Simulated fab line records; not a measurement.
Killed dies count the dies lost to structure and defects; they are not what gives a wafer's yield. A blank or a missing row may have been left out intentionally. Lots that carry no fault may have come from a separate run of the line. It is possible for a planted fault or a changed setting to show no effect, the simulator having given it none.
Which tool did it?	flow nand-harc	24 lots, 72 wafers sampled, at 6 steps of a route of 1302

WHAT EACH GAUGE READ, for each wafer
NHARC_P_GATE_CD_MEAS_26: the cd target is 120 nm. Usual: cd-nm at 119.9 nm, with a standard deviation of 0.62.
lot	measured	on	cd-nm (nm)	flag
L074	day 5 05:54	cd-sem-02	120.3 120.5 120.2	
L075	day 5 12:20	cd-sem-01	119.8 119.0 119.4	
L076	day 5 20:35	cd-sem-02	120.0 119.5 119.1	
L077	day 6 11:10	cd-sem-03	120.2 120.2 119.8	
L078	day 6 18:42	cd-sem-01	119.4 119.2 119.5	
L079	day 7 06:29	cd-sem-02	119.9 118.9 119.3	
L080	day 7 13:21	cd-sem-02	120.7 120.5 120.5	
L081	day 7 18:47	cd-sem-01	119.1 120.1 119.1	
L082	day 8 05:44	cd-sem-01	120.2 119.4 120.5	
L083	day 8 21:19	cd-sem-03	120.5 120.9 120.4	
L084	day 9 02:59	cd-sem-02	120.8 120.6 120.3	
L085	day 9 13:04	cd-sem-03	120.3 120.3 119.8	
L086	day 10 04:05	cd-sem-01	120.5 121.2 121.3	
L087	day 10 23:27	cd-sem-02	120.7 121.1 121.2	
L088	day 11 00:13	cd-sem-02	120.6 120.5 120.9	
L089	day 11 19:28	cd-sem-03	119.1 119.3 120.0	
L090	day 12 01:12	cd-sem-03	118.5 119.5 119.1	
L091	day 12 05:41	cd-sem-03	119.1 119.3 118.6	
L092	day 12 21:20	cd-sem-03	118.9 118.5 120.1	
L093	day 13 04:50	cd-sem-01	119.0 119.8 120.4	
L094	day 13 14:08	cd-sem-03	120.2 119.7 119.6	
L095	day 13 22:58	cd-sem-01	119.7 120.0 120.6	
L096	day 13 23:14	cd-sem-03	119.8 120.5 120.3	
L097	day 14 13:12	cd-sem-03	120.5 119.4 119.2	

NHARC_P_GATE_CD_MEAS_59: the cd target is 720 nm. Usual: cd-nm at 719.4 nm, with a standard deviation of 1.8.
lot	measured	on	cd-nm (nm)	flag
L074	day 5 19:23	cd-sem-02	718.0 719.5 719.3	
L075	day 6 02:11	cd-sem-03	718.5 716.5 718.1	
L076	day 6 12:22	cd-sem-02	718.6 720.1 719.5	
L077	day 7 01:29	cd-sem-01	718.5 717.3 719.2	
L078	day 7 08:29	cd-sem-01	716.7 720.1 718.4	
L079	day 7 21:55	cd-sem-01	718.4 721.4 720.0	
L080	day 8 02:59	cd-sem-02	719.8 722.4 722.7	
L081	day 8 08:34	cd-sem-02	719.6 718.9 719.2	
L082	day 8 20:11	cd-sem-02	718.7 720.0 723.0	
L083	day 9 10:54	cd-sem-02	719.3 720.0 720.2	
L084	day 9 16:44	cd-sem-02	718.5 718.3 717.7	
L085	day 10 02:33	cd-sem-03	721.4 723.0 717.6	
L086	day 10 17:50	cd-sem-01	720.2 723.4 722.3	
L087	day 11 13:26	cd-sem-02	720.9 720.0 721.1	
L088	day 11 14:01	cd-sem-03	721.7 721.3 721.9	
L089	day 12 09:21	cd-sem-02	717.1 719.1 719.1	
L090	day 12 15:03	cd-sem-02	719.5 718.5 719.9	
L091	day 12 19:31	cd-sem-01	718.5 722.1 719.7	
L092	day 13 13:13	cd-sem-01	717.9 718.2 719.2	
L093	day 13 18:32	cd-sem-03	719.2 720.5 717.8	
L094	day 14 03:44	cd-sem-01	718.4 721.3 719.5	
L095	day 14 12:46	cd-sem-03	716.6 717.0 716.5	
L096	day 14 13:05	cd-sem-01	720.8 721.0 718.3	
L097	day 15 02:49	cd-sem-03	720.0 720.8 719.0	

TOOL THAT RAN EACH LOT (tool first, then ch and the chambers of the sampled wafers, then the start)
lot	NHARC_P_STI_ETCH_15	NHARC_P_GATE_DESCUM_13	NHARC_P_GATE_DEP_103	NHARC_P_GATE_ALD_36
L074	rie-si-05 ch 0,2,3, day 2 22:41	rie-diel-09 ch 1,2, day 4 14:04	pecvd-01 ch 1,2, day 5 05:13	ald-sin-01 ch 0,3, day 5 07:22
L075	rie-si-03 ch 1,2, day 3 07:13	rie-diel-13 ch 0,1,2, day 4 22:00	pecvd-02 ch 0,1, day 5 11:40	ald-sin-04 ch 2,3, day 5 14:53
L076	rie-si-01 ch 0,1,3, day 3 15:17	rie-diel-09 ch 0,1,3, day 5 03:49	pecvd-02 ch 1,2, day 5 19:54	ald-sin-02 ch 0,1,2, day 6 00:49
L077	rie-si-03 ch 1,2, day 4 05:13	rie-diel-09 ch 1,3, day 5 20:56	pecvd-02 ch 0,1, day 6 10:29	ald-sin-01 ch 0,1,2, day 6 12:37
L078	rie-si-03 ch 0,1,2, day 4 12:49	rie-diel-10 ch 1,2,3, day 6 03:55	pecvd-02 ch 0,2, day 6 18:02	ald-sin-04 ch 0,1,3, day 6 22:16
L079	rie-si-03 ch 0,1,3, day 4 22:24	rie-diel-10 ch 1,2,3, day 6 12:34	pecvd-04 ch 0,1,2, day 7 05:49	ald-sin-02 ch 0,1,2, day 7 09:20
L080	rie-si-01 ch 0,1,2, day 5 07:12	rie-diel-09 ch 0,2,3, day 6 21:37	pecvd-02 ch 0,1,2, day 7 12:47	ald-sin-01 ch 2,3, day 7 14:47
L081	rie-si-05 ch 0,2, day 5 18:13	rie-diel-10 ch 0,1,2, day 7 04:19	pecvd-01 ch 0,1, day 7 18:07	ald-sin-04 ch 2,3, day 7 20:14
L082	rie-si-05 ch 0,1, day 6 04:04	rie-diel-10 ch 0,1,3, day 7 14:46	pecvd-04 ch 1,2, day 8 05:12	ald-sin-02 ch 0,3, day 8 07:56
L083	rie-si-03 ch 1,2,3, day 6 14:18	rie-diel-10 ch 0,3, day 8 06:11	pecvd-02 ch 0,1,2, day 8 20:43	ald-sin-01 ch 0,1, day 8 22:45
L084	rie-si-05 ch 0,2,3, day 6 22:49	rie-diel-09 ch 1,2, day 8 12:23	pecvd-04 ch 0,1,2, day 9 02:22	ald-sin-04 ch 0,2,3, day 9 04:29
L085	rie-si-03 ch 1,2,3, day 7 09:55	rie-diel-09 ch 0,1,3, day 8 19:54	pecvd-04 ch 0,2, day 9 12:23	ald-sin-02 ch 0,1,3, day 9 15:34
L086	rie-si-05 ch 0,1,2, day 7 22:49	rie-diel-09 ch 0,2,3, day 9 12:59	pecvd-04 ch 1,2, day 10 03:23	ald-sin-01 ch 0,1,2, day 10 05:32
L087	rie-si-01 ch 0,3, day 8 07:04	rie-diel-09 ch 0,1,2, day 10 09:17	pecvd-04 ch 1,2, day 10 22:54	ald-sin-04 ch 0,1,3, day 11 03:01
L088	rie-si-03 ch 1,2, day 8 15:20	rie-diel-13 ch 1,2, day 10 09:18	pecvd-01 ch 1,2, day 10 23:34	ald-sin-02 ch 1,2,3, day 11 02:43
L089	rie-si-05 ch 0,1,3, day 9 05:53	rie-diel-10 ch 1,2,3, day 11 02:27	pecvd-04 ch 1,2, day 11 18:47	ald-sin-01 ch 1,2,3, day 12 00:09
L090	rie-si-05 ch 0,2,3, day 9 11:58	rie-diel-13 ch 1,2, day 11 09:14	pecvd-02 ch 0,1,2, day 12 00:41	ald-sin-02 ch 0,2,3, day 12 02:38
L091	rie-si-03 ch 0,3, day 9 20:24	rie-diel-09 ch 0,1,2, day 11 15:08	pecvd-02 ch 0,2, day 12 05:03	ald-sin-01 ch 1,3, day 12 07:08
L092	rie-si-05 ch 0,1,2, day 10 15:12	rie-diel-09 ch 0,1,3, day 12 07:44	pecvd-04 ch 0,1,2, day 12 20:43	ald-sin-04 ch 2,3, day 13 00:11
L093	rie-si-01 ch 2,3, day 10 23:37	rie-diel-10 ch 0,2, day 12 14:44	pecvd-04 ch 0,2, day 13 04:13	ald-sin-02 ch 2,3, day 13 06:16
L094	rie-si-05 ch 0,1,3, day 11 08:43	rie-diel-09 ch 0,2, day 12 22:58	pecvd-01 ch 0,1,2, day 13 13:29	ald-sin-01 ch 1,3, day 13 15:37
L095	rie-si-05 ch 0,2,3, day 11 14:01	rie-diel-13 ch 0,2,3, day 13 08:07	pecvd-02 ch 0,1,2, day 13 22:17	ald-sin-04 ch 0,1,3, day 14 01:32
L096	rie-si-05 ch 0,2,3, day 11 22:33	rie-diel-10 ch 0,1,2, day 13 08:08	pecvd-04 ch 1,2, day 13 22:35	ald-sin-02 ch 2,3, day 14 01:47
L097	rie-si-01 ch 1,2,3, day 12 10:14	rie-diel-10 ch 0,1,2, day 13 21:43	pecvd-01 ch 0,1,2, day 14 12:32	ald-sin-01 ch 0,1,2, day 14 14:41
- NHARC_P_STI_ETCH_15: etches the open film in HBr/Cl2, target depth 300 nm, time 100.1 s.
- NHARC_P_GATE_DESCUM_13: chemistry O2, time 3 s.
- NHARC_P_GATE_DEP_103: deposits SiON, target thk 30 nm.
- NHARC_P_GATE_ALD_36: deposits SiNx, target thk 20 nm, pulse time 60 s, ald cycles 223.

WHAT THE TOOLS THEMSELVES READ (means of the sampled wafers that have a number; where no wafer has one, the mark that the record gives instead)
NHARC_P_STI_ETCH_15. Usual: drypump-motor-current-A 5.7 A, standard deviation 0.52; oes-product-au 1.000 a.u., standard deviation 0.0081; throttle-valve-pct 26.406 %, standard deviation 0.0091.
lot	tool	drypump-motor-current-A (A)	oes-product-au (a.u.)	throttle-valve-pct (%)	flag
L074	rie-si-05	5.9	0.997	26.406	
L075	rie-si-03	5.5	0.996	26.407	
L076	rie-si-01	5.6	1.002	26.411	
L077	rie-si-03	5.4	0.995	26.415	
L078	rie-si-03	5.4	0.995	26.408	
L079	rie-si-03	5.7	1.004	26.416	
L080	rie-si-01	5.2	0.999	26.398	
L081	rie-si-05	6.0	0.999	26.417	
L082	rie-si-05	5.6	1.002	26.401	
L083	rie-si-03	5.8	1.002	26.398	
L084	rie-si-05	6.0	1.000	26.415	
L085	rie-si-03	5.7	1.003	26.403	
L086	rie-si-05	5.8	0.991	26.409	
L087	rie-si-01	5.8	0.999	26.408	
L088	rie-si-03	5.5	1.001	26.402	
L089	rie-si-05	5.5	0.997	26.400	
L090	rie-si-05	6.0	1.001	26.410	
L091	rie-si-03	6.0	0.998	26.412	
L092	rie-si-05	5.8	0.990	26.404	
L093	rie-si-01	5.4	1.009	26.415	
L094	rie-si-05	5.5	0.997	26.402	
L095	rie-si-05	6.0	1.006	26.402	
L096	rie-si-05	5.9	1.008	26.392	
L097	rie-si-01	5.8	1.002	26.407	

NHARC_P_GATE_DESCUM_13. Usual: drypump-motor-current-A 5.8 A, standard deviation 0.39; oes-product-au 0.998 a.u., standard deviation 0.01; rf-vpp-V 58.0 V, standard deviation 0.74; showerhead-plenum-p-Torr 1.93 Torr, standard deviation 0.06; throttle-valve-pct 11.311 %, standard deviation 0.0089.
lot	tool	drypump-motor-current-A (A)	oes-product-au (a.u.)	rf-vpp-V (V)	showerhead-plenum-p-Torr (Torr)	throttle-valve-pct (%)	flag
L074	rie-diel-09	6.1	0.988	57.7	1.91	11.313	
L075	rie-diel-13	5.5	0.996	58.3	1.93	11.307	
L076	rie-diel-09	5.8	1.000	58.3	1.93	11.315	
L077	rie-diel-09	5.7	1.012	57.0	1.90	11.319	
L078	rie-diel-10	5.6	0.998	58.1	1.92	11.313	
L079	rie-diel-10	5.6	1.007	57.5	1.92	11.314	
L080	rie-diel-09	5.9	1.002	58.2	1.98	11.311	
L081	rie-diel-10	5.9	1.002	58.6	1.93	11.307	
L082	rie-diel-10	5.7	1.001	58.1	1.95	11.317	
L083	rie-diel-10	5.6	1.001	58.6	1.96	11.313	
L084	rie-diel-09	6.1	0.994	58.3	1.91	11.302	
L085	rie-diel-09	5.8	1.000	57.8	1.92	11.316	
L086	rie-diel-09	5.9	1.003	58.4	1.97	11.311	
L087	rie-diel-09	6.1	0.998	58.4	1.93	11.316	
L088	rie-diel-13	5.6	1.004	58.6	1.91	11.307	
L089	rie-diel-10	5.6	1.005	58.3	1.91	11.300	
L090	rie-diel-13	5.5	1.003	57.7	1.91	11.317	
L091	rie-diel-09	6.1	0.986	57.7	1.93	11.320	
L092	rie-diel-09	5.8	0.984	57.8	1.92	11.318	
L093	rie-diel-10	6.1	0.992	57.8	1.96	11.299	
L094	rie-diel-09	6.0	0.991	58.0	2.00	11.314	
L095	rie-diel-13	5.7	1.003	58.5	1.93	11.313	
L096	rie-diel-10	5.9	0.997	58.5	1.93	11.308	
L097	rie-diel-10	5.9	0.990	57.0	1.93	11.320	

NHARC_P_GATE_DEP_103. Usual: heater-power-w at 747 W, with a standard deviation of 67.
lot	tool	heater-power-w (W)	flag
L074	pecvd-01	701	
L075	pecvd-02	739	
L076	pecvd-02	706	
L077	pecvd-02	848	
L078	pecvd-02	721	
L079	pecvd-04	737	
L080	pecvd-02	728	
L081	pecvd-01	704	
L082	pecvd-04	749	
L083	pecvd-02	720	
L084	pecvd-04	773	
L085	pecvd-04	753	
L086	pecvd-04	758	
L087	pecvd-04	806	
L088	pecvd-01	770	
L089	pecvd-04	702	
L090	pecvd-02	770	
L091	pecvd-02	788	
L092	pecvd-04	734	
L093	pecvd-04	751	
L094	pecvd-01	712	
L095	pecvd-02	721	
L096	pecvd-04	704	
L097	pecvd-01	694	

NHARC_P_GATE_ALD_36. Usual: heater-power-w 844 W, standard deviation 70; precursor-pulse-height-rel 0.999, standard deviation 0.022.
lot	tool	heater-power-w (W)	precursor-pulse-height-rel	flag
L074	ald-sin-01	874	1.004	
L075	ald-sin-04	783	0.993	
L076	ald-sin-02	801	0.992	
L077	ald-sin-01	893	0.994	
L078	ald-sin-04	878	1.012	
L079	ald-sin-02	792	1.010	
L080	ald-sin-01	835	0.989	
L081	ald-sin-04	777	1.005	
L082	ald-sin-02	808	0.996	
L083	ald-sin-01	868	1.001	
L084	ald-sin-04	849	0.985	
L085	ald-sin-02	759	0.990	
L086	ald-sin-01	874	0.999	
L087	ald-sin-04	878	1.003	
L088	ald-sin-02	788	0.999	
L089	ald-sin-01	873	0.988	
L090	ald-sin-02	819	1.008	
L091	ald-sin-01	863	0.999	
L092	ald-sin-04	809	1.002	
L093	ald-sin-02	818	0.996	
L094	ald-sin-01	879	1.008	
L095	ald-sin-04	938	0.985	
L096	ald-sin-02	798	1.004	
L097	ald-sin-01	899	0.998	

THE ANSWER, worked out from the rows above alone
Rule: lot off if the mean of its wafers having a number is beyond 3 standard deviations from the usual mean. A lot without any number at a reading at which 4 lots or more have one is off too. Any other lot the step has rows for is counted as sound. First the gauges in route order, then the tools' own readings, where a lot's mean is used as printed above. The first step at which some lot is off is used, and at that step the reading that is off furthest; a lot without a number counts as furthest.
No lot is off at any reading shown: from this, nothing can be told.

WHAT WAS PUT IN BY THE SIMULATOR
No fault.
